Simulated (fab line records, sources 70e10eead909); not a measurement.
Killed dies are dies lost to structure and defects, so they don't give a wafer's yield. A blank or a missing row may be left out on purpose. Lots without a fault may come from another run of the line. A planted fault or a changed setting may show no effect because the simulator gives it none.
fab line records | flow nand_harc
record lots=6 wafers=16 last_day=25
route steps=1159 shown P_CONTACT@224 END@1159
lots that met no fault: from a run of the same line without faults
start_h: hours from the record's first day to the start of the lot's first wafer shown | wait_h: hours since the lot's step before | " the same as in the row above | L1.1+2: a row that stands for several wafers | - no value, or no start given | * or withheld: withheld | < > ~ a bound
route shown NAME@n: a module of which the file shows steps, and the number in the route of the first | usual: mean/standard deviation of fault-free wafers | same: alike in all rows | chamber/n: place in a boat | sites: the reading at each site | _std_site: their standard deviation | _edge_site: outer sites' mean less inner sites' | radius_mm: how far each site lies from the wafer's centre | mask NAME#n: copy n | behind: the tool/chamber that last shaped the wafer | hold: why the lot was held/for how many hours/how that ended | device: the transistor (n, p or np) that didn't switch | end of line: the same wafers' tests at the end of the route | a step without rows: its recipe alone | killed: dies lost to structure and defects at the first sort, not the wafer's yield | map: a wafer's dies, x killed, . not, _ none there
set.NAME: the setting as run; set.NAME@STEP: as run at that earlier step | model.NAME: the simulator's own value behind a step, which no gauge read
lots at some steps of the route; a table a step, a row a wafer
services: from which hour (start_h, from the record's first day; less than 0 if before it) a tool's chamber was out of use, for how many hours, and why
## steps
# step NHARC_P_CONTACT_COAT_33
# recipe temp_c=260 time_s=75
# step NHARC_P_CONTACT_COAT_34
# recipe temp_c=225 time_s=65
# step NHARC_P_CONTACT_COAT_06
# recipe spin_rpm=1500 resist_thk_nm=90
# step NHARC_P_CONTACT_SOFTBAKE_07
# recipe temp_c=105 time_s=55
# step NHARC_P_CONTACT_EBR_08
# step NHARC_P_CONTACT_EXPOSE_09
# recipe na=1.35 target_cd_nm=90 dose_mj=81.26 mask_id=P_CA
# step NHARC_P_CONTACT_PEB_10
# recipe peb_temp_c=100 peb_time_s=65
# step NHARC_P_CONTACT_DEVELOP_11
# recipe develop_time_s=35 dev_temp_c=23
# step NHARC_P_CONTACT_CD_MEAS_12
# recipe target_cd_nm=90 landing_energy_ev=500
# usual cd_nm=90.3/0.58
# columns lot.wafer tool chamber start_h wait_h cd_nm
L509.2 cd_sem-02 0 124.67 - 90.3
L509.3 " 0 " " 90.4
L509.5 " 0 " " 91.4
L514.1 cd_sem-01 0 154.21 - 89.9
L514.5 " 0 " " 91.0
L514.6 " 0 " " 90.0
L513.2 cd_sem-01 0 154.72 - 91.2
L513.6 " 0 " " 90.9
L516.2 cd_sem-01 0 162.18 - 88.7
L516.6 " 0 " " 90.6
L528.3 cd_sem-01 0 235.83 - 90.2
L528.5 " 0 " " 90.5
L528.6 " 0 " " 90.7
L530.3 cd_sem-01 0 249.16 - 90.5
L530.4 " 0 " " 90.4
L530.6 " 0 " " 90.6
# step NHARC_P_CONTACT_OVL_MEAS_13
# usual overlay_x_nm=0.0/0.8 overlay_y_nm=0.0/0.98
# columns lot.wafer tool chamber start_h wait_h overlay_x_nm overlay_y_nm
L509.2 overlay-01 - 124.75 - 0.3 0.8
L509.3 " - " " 0.3 0.7
L509.5 " - " " 0.4 1.1
L514.1 overlay-01 - 154.31 - 1.4 -1.0
L514.5 " - " " 1.1 -0.6
L514.6 " - " " 1.1 -1.0
L513.2 overlay-02 - 154.80 - -0.4 -2.3
L513.6 " - " " -0.2 -2.6
L516.2 overlay-02 - 162.28 - 0.5 0.0
L516.6 " - " " 0.4 -0.2
L528.3 overlay-02 - 235.91 - -0.8 1.0
L528.5 " - " " -0.9 1.0
L528.6 " - " " -1.3 0.6
L530.3 overlay-01 - 249.25 - -0.5 0.0
L530.4 " - " " -0.9 -0.1
L530.6 " - " " -0.9 0.0
# step NHARC_P_CONTACT_INSPECT_14
# usual raw_defect_count=3.6/2
# columns lot.wafer tool chamber start_h wait_h raw_defect_count
L509.2 defect_inspect-01 - 124.79 0.0 4
L509.3 " - " " 0
L509.5 " - " " 3
L514.1 defect_inspect-02 - 154.35 0.0 3
L514.5 " - " " 1
L514.6 " - " " 2
L513.2 defect_inspect-02 - 154.84 0.0 2
L513.6 " - " " 8
L516.2 defect_inspect-01 - 162.32 0.0 5
L516.6 " - " " 4
L528.3 defect_inspect-01 - 235.95 0.0 5
L528.5 " - " " 2
L528.6 " - " " 3
L530.3 defect_inspect-02 - 249.28 0.0 3
L530.4 " - " " 6
L530.6 " - " " 2
# step NHARC_P_CONTACT_DESCUM_17
# recipe time_s=3 o2_flow_sccm=200 ar_flow_sccm=0 bias_power_w=0 chemistry=O2
# usual drypump_motor_current_A=5.7/0.41 oes_product_au=1.000/0.0097 rf_vpp_V=57.7/0.91 showerhead_plenum_p_Torr=1.90/0.073 throttle_valve_pct=11.311/0.0093
# columns lot.wafer tool chamber start_h wait_h drypump_motor_current_A oes_product_au rf_hours_counter_h rf_vpp_V showerhead_plenum_p_Torr throttle_valve_pct
L509.3 rie_diel-11 3 124.86 0.1 5.9 1.016 9 57.4 1.85 11.307
L509.2 " 0 " " 5.4 0.993 12 57.1 2.00 11.306
L509.5 " 2 " " 6.1 0.996 - 57.1 1.98 11.322
L514.1 rie_diel-10 1 154.43 0.1 5.1 1.002 13 56.6 1.82 11.299
L514.5 " 3 " " 5.8 1.015 - 55.5 1.80 11.317
L514.6 " 0 " " 5.7 1.013 - 56.7 1.91 11.324
L513.2 rie_diel-11 3 154.90 0.1 5.9 1.015 12 56.3 1.85 11.310
L513.6 " 0 " " 5.4 0.988 - 59.3 2.00 11.327
L516.2 rie_diel-11 3 162.39 0.1 5.9 0.998 13 57.0 1.85 11.313
L516.6 " 2 " " 6.1 0.995 - 55.6 1.97 11.321
L528.3 rie_diel-10 3 236.01 0.1 5.7 1.007 4 58.5 1.80 11.317
L528.6 " 3 " " 5.7 1.013 - 58.2 1.80 11.298
L528.5 " 0 " " 5.7 1.009 - 58.3 1.91 11.320
L530.3 rie_diel-10 2 249.35 0.1 5.2 0.994 6 57.9 1.96 11.305
L530.4 " 0 " " 5.8 1.006 6 57.4 1.91 11.306
L530.6 " 1 " " 5.1 1.000 - 56.8 1.81 11.301
# step NHARC_P_CONTACT_ETCH_35
# recipe target_depth_a=390 over_etch_frac=0.3 time_s=65 ion_energy_ev=80 cf4_flow_sccm=150 ar_flow_sccm=0 rf_w=300 bias_w=100 chemistry=CF4
# usual drypump_motor_current_A=5.7/0.41 oes_product_au=1.000/0.0098 rf_vpp_V=151.1/1.1 showerhead_plenum_p_Torr=1.75/0.063 throttle_valve_pct=13.283/0.0092
# same over_etch_frac=0.3
# columns lot.wafer tool chamber start_h wait_h drypump_motor_current_A oes_product_au rf_hours_counter_h rf_vpp_V showerhead_plenum_p_Torr throttle_valve_pct
L509.3 rie_diel-11 3 124.94 0.1 5.9 1.008 9 151.6 1.72 13.281
L509.2 " 1 " " 6.3 1.001 12 151.7 1.71 13.272
L509.5 " 2 " " 6.1 1.005 - 151.9 1.82 13.287
L514.1 rie_diel-10 3 154.50 0.1 5.7 1.013 13 149.7 1.68 13.280
L514.6 " 2 " " 5.3 0.996 - 152.3 1.81 13.265
L514.5 " 3 " " 5.7 1.012 - 151.3 1.68 13.277
L513.2 rie_diel-11 2 155.00 0.1 6.1 0.996 14 152.3 1.82 13.264
L513.6 " 0 " " 5.4 0.824 - 153.1 1.85 13.278
L516.2 rie_diel-11 3 162.48 0.1 6.0 1.016 13 150.5 1.72 13.276
L516.6 " 2 " " 6.0 0.830 - 151.2 1.82 13.277
L528.3 rie_diel-10 1 236.09 0.1 5.1 1.003 5 149.6 1.68 13.273
L528.6 " 1 " " 5.1 0.999 - 150.1 1.68 13.292
L528.5 " 2 " " 5.2 0.990 - 153.3 1.81 13.291
L530.4 rie_diel-10 1 249.43 0.1 5.1 1.003 6 150.8 1.68 13.273
L530.3 " 3 " " 5.7 1.001 5 150.5 1.67 13.286
L530.6 " 0 " " 5.8 0.997 - 151.4 1.77 13.276
# step NHARC_P_CONTACT_ETCH_36
# recipe target_depth_a=2600 over_etch_frac=0.25 time_s=406.25 ion_energy_ev=200 n2_flow_sccm=150 h2_flow_sccm=150 ar_flow_sccm=0 rf_w=400 bias_w=150 chemistry=N2/H2
# usual drypump_motor_current_A=5.7/0.39 oes_product_au=0.998/0.0089 rf_vpp_V=430.0/2.4 showerhead_plenum_p_Torr=2.02/0.08 throttle_valve_pct=14.171/0.01
# same over_etch_frac=0.25
# columns lot.wafer tool chamber start_h wait_h drypump_motor_current_A oes_product_au rf_hours_counter_h rf_vpp_V showerhead_plenum_p_Torr throttle_valve_pct
L509.3 rie_diel-11 1 - - 6.3 1.000 12 427.3 1.96 14.174
L509.2 " 2 " " 6.1 0.996 12 431.8 2.11 14.165
L509.5 " 0 " " 5.4 0.983 - 433.6 2.14 14.169
L514.1 rie_diel-10 1 - - 5.1 1.002 13 426.1 1.93 14.177
L514.6 " 2 " " 5.2 1.009 - 431.1 2.10 14.170
L514.5 " 3 " " 5.7 1.013 - 427.8 1.92 14.169
L513.2 rie_diel-11 0 - - 5.4 0.982 15 432.0 2.14 14.157
L513.6 " 3 " " 5.9 0.998 - 427.4 1.97 14.184
L516.2 rie_diel-11 1 - - 6.3 0.993 16 427.4 1.96 14.178
L516.6 " 1 " " 6.3 1.007 - 427.9 1.96 14.167
L528.3 rie_diel-10 3 - - 5.7 1.007 4 427.0 1.92 14.178
L528.5 " 2 " " 5.2 0.979 - 432.7 2.09 14.178
L528.6 " 3 " " 5.7 1.004 - 425.2 1.92 14.164
L530.3 rie_diel-10 0 - - 5.7 1.008 6 431.8 2.04 14.159
L530.4 " 1 " " 5.1 1.015 6 427.3 1.93 14.187
L530.6 " 0 " " 5.8 1.001 - 429.6 2.04 14.173
# step NHARC_END_SORT_01
# recipe temp_c=25
# usual killed_at_array=25/9.2 killed_at_other=0.9/1.3 killed_at_periphery=3.3/2.3 killed_dies=29/9.6 killed_open=3.2/1.8 killed_short=2/1.4
# same gross_dies=677
# columns lot.wafer tool chamber start_h wait_h killed_at_array killed_at_other killed_at_periphery killed_dies killed_open killed_short
L509.2 prober-01 0 459.81 2.8 31 0 6 37 5 4
L509.3 prober-01 0 460.60 3.1 30 0 4 34 6 3
L509.5 prober-01 0 462.18 3.7 21 0 5 26 3 2
L514.1 prober-02 0 470.26 2.5 34 0 3 37 5 4
L514.5 prober-02 0 473.46 3.7 29 1 1 31 1 2
L514.6 prober-02 0 474.26 4.0 37 0 3 40 6 3
L513.2 prober-01 0 476.28 2.8 17 0 1 18 2 0
L513.6 prober-01 0 479.44 4.0 16 0 30 46 5 2
L530.3 prober-02 0 592.10 3.1 16 0 2 18 4 1
L530.4 prober-02 0 592.90 3.4 20 1 2 23 2 4
L530.6 prober-02 0 594.50 4.0 23 0 1 24 1 1
# killed by level:class
L509.2 A_CHANNEL_HOLE_D1:chamber_film_flake=13 A_CONTACT:chamber_film_flake=7 A_WL_FILL:chamber_film_flake=3 P_M0:geometric_particle:open=2 A_CHANNEL_FILL_D1:geometric_particle:open=2 A_STAIRCASE:chamber_film_flake=2 A_SLIT:chamber_film_flake=2 P_STI:geometric_particle:short=1
L509.3 A_CHANNEL_HOLE_D1:chamber_film_flake=12 A_CONTACT:chamber_film_flake=5 A_M0:geometric_particle:open=4 P_M1:chamber_film_flake=3 A_STAIRCASE:chamber_film_flake=3 A_WL_FILL:chamber_film_flake=2 P_CONTACT:geometric_particle:open=1 A_ONON_D1:geometric_particle:short=1
L509.5 A_CHANNEL_HOLE_D1:chamber_film_flake=10 P_M1:chamber_film_flake=4 A_CONTACT:chamber_film_flake=4 A_WL_FILL:chamber_film_flake=2 P_GATE:geometric_particle:open=1 A_CHANNEL_FILL_D1:geometric_particle:short=1 A_CONTACT:geometric_particle:open=1 A_CONTACT:geometric_particle:short=1
L514.1 A_CHANNEL_HOLE_D1:chamber_film_flake=11 A_STAIRCASE:chamber_film_flake=6 A_CONTACT:chamber_film_flake=6 A_SLIT:chamber_film_flake=3 P_M0:geometric_particle:open=2 A_M0:chamber_film_flake=2 P_CONTACT:geometric_particle:short=1 A_ONON_D1:geometric_particle:short=1
L514.5 A_SLIT:chamber_film_flake=7 A_CHANNEL_HOLE_D1:chamber_film_flake=6 A_CONTACT:chamber_film_flake=6 A_STAIRCASE:chamber_film_flake=5 A_BONDPAD:chamber_film_flake=2 P_M0:geometric_particle:open=1 A_CHANNEL_FILL_D1:geometric_particle:short=1 A_BLC:geometric_particle:short=1
L514.6 A_CHANNEL_HOLE_D1:chamber_film_flake=16 A_SLIT:chamber_film_flake=8 A_STAIRCASE:chamber_film_flake=4 P_M0:geometric_particle:open=2 A_CONTACT:chamber_film_flake=2 P_CONTACT:geometric_particle:open=1 A_CHANNEL_FILL_D1:geometric_particle:short=1 A_CHANNEL_FILL_D1:geometric_particle:open=1
L513.2 A_CHANNEL_HOLE_D1:chamber_film_flake=11 A_STAIRCASE:chamber_film_flake=3 A_ONON_D1:geometric_particle:open=1 A_WL_FILL:geometric_particle:open=1 P_STI:chamber_film_flake=1 A_CONTACT:chamber_film_flake=1
L513.6 P_CONTACT:area_etch=22 A_CHANNEL_HOLE_D1:chamber_film_flake=9 P_STI:chamber_film_flake=3 A_WL_FILL:geometric_particle:open=2 P_GATE:chamber_film_flake=2 P_STI:geometric_particle:short=1 P_M0:geometric_particle:open=1 A_ONON_D1:geometric_particle:short=1
L530.3 A_CONTACT:chamber_film_flake=5 A_ZERO_WELL:chamber_film_flake=2 A_CHANNEL_HOLE_D1:chamber_film_flake=2 A_CHANNEL_FILL_D1:chamber_film_flake=2 P_CONTACT:geometric_particle:open=1 P_M2:geometric_particle:open=1 A_CHANNEL_FILL_D1:geometric_particle:open=1 A_WL_FILL:geometric_particle:open=1
L530.4 A_CHANNEL_HOLE_D1:chamber_film_flake=9 A_CONTACT:chamber_film_flake=3 A_CHANNEL_FILL_D1:geometric_particle:short=2 A_WL_FILL:chamber_film_flake=2 P_M1:geometric_particle:short=1 A_WL_FILL:geometric_particle:short=1 A_CONTACT:geometric_particle:open=1 P_ZERO_WELL:chamber_film_flake=1
L530.6 A_CONTACT:chamber_film_flake=8 A_CHANNEL_HOLE_D1:chamber_film_flake=7 A_STAIRCASE:chamber_film_flake=2 A_WL_FILL:chamber_film_flake=2 A_CHANNEL_FILL_D1:geometric_particle:short=1 A_M0:geometric_particle:open=1 P_ZERO_WELL:chamber_film_flake=1 A_CHANNEL_FILL_D1:chamber_film_flake=1
## services
# columns tool chamber start_h hours kind
rie_diel-10 0 106.50 - clean
rie_diel-10 1 106.50 - clean
rie_diel-10 2 106.50 - clean
rie_diel-10 3 106.50 - clean
rie_diel-10 0 112.68 4.6 repair
rie_diel-10 0 131.00 - clean
rie_diel-10 1 131.00 - clean
rie_diel-10 2 131.00 - clean
rie_diel-10 3 131.00 - clean
rie_diel-10 0 155.55 - clean
rie_diel-10 1 155.55 - clean
rie_diel-10 2 155.55 - clean
rie_diel-10 3 155.55 - clean
rie_diel-10 - 176.50 9.0 pm
rie_diel-10 0 176.50 9.0 vent_cycle
rie_diel-10 1 176.50 9.0 vent_cycle
rie_diel-10 2 176.50 9.0 vent_cycle
rie_diel-10 3 176.50 9.0 vent_cycle
rie_diel-10 0 185.50 - clean
rie_diel-10 1 185.50 - clean
rie_diel-10 2 185.50 - clean
rie_diel-10 3 185.50 - clean
rie_diel-11 - 189.55 9.0 pm
rie_diel-10 3 195.26 3.1 repair
## key
first_sign step=NHARC_P_CONTACT_ETCH_35 reading=oes_product_au direction=down sigmas=18 usual=1.000 struck=0.827
effect step=NHARC_END_SORT_01 reading=killed_at_periphery direction=up sigmas=12 usual=3.3 struck=30
met_at NHARC_P_CONTACT_ETCH_35
struck_wafers L513.6,L516.6
sort_left_out L516.6
tester_left_out L513,L516
onset_between 124.94 155.00
fault kind=process_parameter_drift tool=rie_diel-11 chamber=- onset_h=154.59 steps=NHARC_P_CONTACT_ETCH_35 channel=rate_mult offset=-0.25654 shape=step end_h=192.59 scope=struck_wafers_only
# tester_left_out: of these lots the tester's yield and bins aren't shown, on N5 and GAA mostly nor the transistor test; their killed dies are dies lost to structure and defects alone, not to doping, threshold or leakage, so they don't give the yield
# sort_left_out: the simulated sort isn't trusted on such a fault, so these wafers' sort isn't shown, and their yield isn't known
